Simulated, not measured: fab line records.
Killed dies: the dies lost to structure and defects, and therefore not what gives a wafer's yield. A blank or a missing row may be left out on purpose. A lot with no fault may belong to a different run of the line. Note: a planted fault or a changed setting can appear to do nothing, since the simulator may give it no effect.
Lot-split experiment ; flow n5_finfet ; 39 wafers read from 7 lots, route of 1938 steps

SPLIT DETAILS
At N5_DUMMY_GATE_ETCH_32 (etches SiO2 in CF4, target depth 3.5 nm, time 3.9 s), the setting time_s was moved away from the recipe's 3.9 s on 12 of the 39 wafers read, by -20.9% to +10.3%. The other wafers ran this setting at the recipe's value.

The split's own step is where the reading is taken.

THE READING
etch.depth_nm (the simulator's own value, which no gauge read), in nm, at N5_DUMMY_GATE_ETCH_32 (etches SiO2 in CF4, target depth 3.5 nm, time 3.9 s). There is no usual value for it anywhere in the file. The 27 wafers here that ran the recipe average 3.490 nm, standard deviation 0.12 nm.

wafer;tool, chamber at the split;time_s as run, s;against the recipe;etch.depth_nm, nm;against lot-mates on the recipe
L074.1;rie_si-04, 3;3.647;-6.5%;3.101;-0.287
L074.2;rie_si-04, 2;3.647;-6.5%;3.185;-0.203
L074.3;rie_si-04, 0;3.9;recipe;3.537;-
L074.4;rie_si-04, 1;3.9;recipe;3.316;-
L074.5;rie_si-04, 2;3.647;-6.5%;3.166;-0.222
L074.6;rie_si-04, 3;3.9;recipe;3.31;-
L076.1;rie_si-04, 2;3.9;recipe;3.405;-
L076.2;rie_si-04, 1;3.9;recipe;3.327;-
L076.3;rie_si-04, 3;3.9;recipe;3.356;-
L076.4;rie_si-04, 0;3.9;recipe;3.568;-
L076.6;rie_si-04, 0;3.9;recipe;3.568;-
L076.5;rie_si-04, 1;3.9;recipe;3.321;-
L080.2;rie_si-06, 0;3.9;recipe;3.59;-
L080.5;rie_si-06, 1;3.9;recipe;3.572;-
L080.6;rie_si-06, 0;3.9;recipe;3.603;-
L082.1;rie_si-05, 0;3.9;recipe;3.343;-
L082.2;rie_si-05, 3;3.9;recipe;3.54;-
L082.3;rie_si-05, 2;3.9;recipe;3.634;-
L082.4;rie_si-05, 1;3.9;recipe;3.658;-
L082.5;rie_si-05, 3;3.9;recipe;3.508;-
L082.6;rie_si-05, 2;3.9;recipe;3.654;-
L084.1;rie_si-04, 2;3.083;-20.9%;2.694;-0.712
L084.2;rie_si-04, 1;3.083;-20.9%;2.615;-0.791
L084.3;rie_si-04, 3;3.083;-20.9%;2.619;-0.787
L084.4;rie_si-04, 0;3.9;recipe;3.533;-
L084.5;rie_si-04, 2;3.9;recipe;3.389;-
L084.6;rie_si-04, 1;3.9;recipe;3.295;-
L094.1;rie_si-04, 2;3.9;recipe;3.458;-
L094.2;rie_si-04, 3;4.3;+10.3%;3.703;+0.238
L094.3;rie_si-04, 0;4.3;+10.3%;3.955;+0.490
L094.4;rie_si-04, 1;3.9;recipe;3.371;-
L094.5;rie_si-04, 0;3.9;recipe;3.565;-
L094.6;rie_si-04, 1;4.3;+10.3%;3.735;+0.270
L097.1;rie_si-05, 3;3.505;-10.1%;3.147;-0.455
L097.2;rie_si-05, 0;3.505;-10.1%;2.983;-0.619
L097.3;rie_si-05, 1;3.9;recipe;3.68;-
L097.4;rie_si-05, 2;3.9;recipe;3.6;-
L097.5;rie_si-05, 3;3.9;recipe;3.526;-
L097.6;rie_si-05, 2;3.505;-10.1%;3.288;-0.314

FIT RESULTS
A straight line over all 39 wafers: etch.depth_nm changes by +0.0381 nm for each +1% of time_s; r = +0.91; the points scatter about the line by 0.12 nm.
The same after taking each lot's own level away (the mean of its wafers on the recipe; 39 wafers): +0.0368 nm for each +1%; r = +0.94; scatter 0.098 nm.
On that fit, the largest move of time_s shifts the reading by 0.77 nm.
Across the lots, their own levels run from 3.3877 to 3.6020 nm, a range of 1.7 times the standard deviation given above.
Consequently the slope shifts little with the lot-to-lot level, the two slopes agreeing.
Check: -0.8 nm against its lot-mates is what the line predicts for one of the wafers moved furthest among these (-20.9%) when that wafer is left out of the fit. It came out at -0.712 nm against them.

ADDITIONAL SPLITS CARRIED BY THESE WAFERS
Note: prior to the reading, these wafers also went through further splits. Each is held against what the fit with the lots' levels taken away leaves over:
other split on the same wafers;wafers away from the commonest value;r with etch.depth_nm (lot level and that fit taken away)
N5_DUMMY_GATE_CVD_03 time_s;24;+0.10
N5_DUMMY_GATE_ETCH_37 source_w;15;-0.06

THE FILE'S OWN FIT
etch.depth_nm changes by +0.0372 nm for each +1% of time_s, r = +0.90.
